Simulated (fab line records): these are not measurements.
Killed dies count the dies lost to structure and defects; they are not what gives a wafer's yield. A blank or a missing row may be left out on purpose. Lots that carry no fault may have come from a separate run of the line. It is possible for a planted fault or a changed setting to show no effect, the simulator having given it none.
Code-filled problem report in 8D (eight disciplines) form	flow n5-finfet	the parts of the form that need people (team, actions taken, sign-off) are left out

## 1. PROBLEM STATEMENT
At N5_DUMMY_GATE_CVD_03, susceptor-temp-C averages 515.41 C over 9 wafers from 3 lots, while fault-free wafers read 529.98 C, standard deviation 0.15. That is -97 standard deviations from the usual mean.
The step: deposits a-Si from SiH4, target thk 150 nm, time 8042 s.
Earliest sighting: wafer L831.3 on lpcvd-01 at day 4 09:41. Wafers with a number at this step in the record: 45, from 15 lots. By rule, "out" or "out of limits" means more than 4 standard deviations away from the usual mean. All remaining wafers that have a number are taken as sound.

## 2. WHAT IT IS AND WHAT IT IS NOT
question	is	is not
which readings at this step	susceptor-temp-C, spike-tc-bottom-C, spike-tc-centre-C, spike-tc-lower-C, spike-tc-upper-C	-
which lots	L831, L832, L833	L824, L825, L826, L827, L829, L830, L842, L843, L844, L845, L846, L847
which wafers of those lots	all that have a number	-
read on which tools	lpcvd-01	lpcvd-02
when	from day 4 09:41	up to then (18 sound wafers); but 18 sound wafers of L842, L843, L844, L845, L846, L847 came after

## 3. THE SUSPECTS, EACH WITH WHAT RULES IT OUT
Counting: a tool stays on the suspect list if, at a process step up to the reading, it processed all lots that are out and no sound lot following the first of them.
- rie-diel-02 at N5_STI_FIN_REVEAL_ETCHBACK_08 (etches SiO2 in C4F6/O2, target depth 30.5 nm, time 10.167 s): ruled out as a lasting fault. After its first lot that is out, L831 (day 4 06:27), sound lots L844, L845, L847 ran on it.
- plasma-asher-01 at N5_STI_FIN_REVEAL_OXIDATION_33 (chemistry O2 PLASMA REMOTE, time 20 s): ruled out as a lasting fault. After its first lot that is out, L831 (day 4 09:13), sound lots L844, L845, L847 ran on it.
- lpcvd-01 at N5_DUMMY_GATE_CVD_03 (deposits a-Si from SiH4, target thk 150 nm, time 8042 s): ruled out as a lasting fault. After its first lot that is out, L831 (day 4 09:41), sound lots L845 ran on it.
Left after counting: nothing in the record.

## 4. THE CAUSE (what the simulator had put in)
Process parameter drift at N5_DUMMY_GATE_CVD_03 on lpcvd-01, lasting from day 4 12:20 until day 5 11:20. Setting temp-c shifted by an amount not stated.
Counting ruled it out, wrongly.

## 5. THE CHAIN OF EFFECTS, in route order
Each row: a reading where the mean over the struck wafers with a number is more than 3 standard deviations away from the usual. Readings are gone through only where the record gives a usual standard deviation; hours: the median, over the lots, of the time from a lot's start at the first step in this table giving one to that lot's start at this step; sigmas: the change measured in usual standard deviations.
hours	step	reading	usual	on struck wafers	change	sigmas
0	N5_DUMMY_GATE_CVD_03	spike-tc-bottom-C	552.7 C	539.1	-13.6	-5.2
0	N5_DUMMY_GATE_CVD_03	spike-tc-centre-C	530.6 C	515.4	-15.2	-25
0	N5_DUMMY_GATE_CVD_03	spike-tc-lower-C	529.5 C	514.5	-15.0	-21
0	N5_DUMMY_GATE_CVD_03	spike-tc-top-C	553 C	541	-12	-3.1
0	N5_DUMMY_GATE_CVD_03	spike-tc-upper-C	529.7 C	514.2	-15.5	-13
0	N5_DUMMY_GATE_CVD_03	susceptor-temp-C	529.98 C	515.41	-14.57	-97
4	N5_DUMMY_GATE_CMP_04	time-to-endpoint-s	13.0 s	1.7	-11.3	-5.1
The process steps in it:
- N5_DUMMY_GATE_CVD_03: deposits a-Si from SiH4, target thk 150 nm, time 8042 s.
- N5_DUMMY_GATE_CMP_04: polishes a-Si.

## 6. HOW IT WOULD HAVE BEEN CAUGHT EARLIER
In this record the first reading out of limits was taken at day 4 09:41.
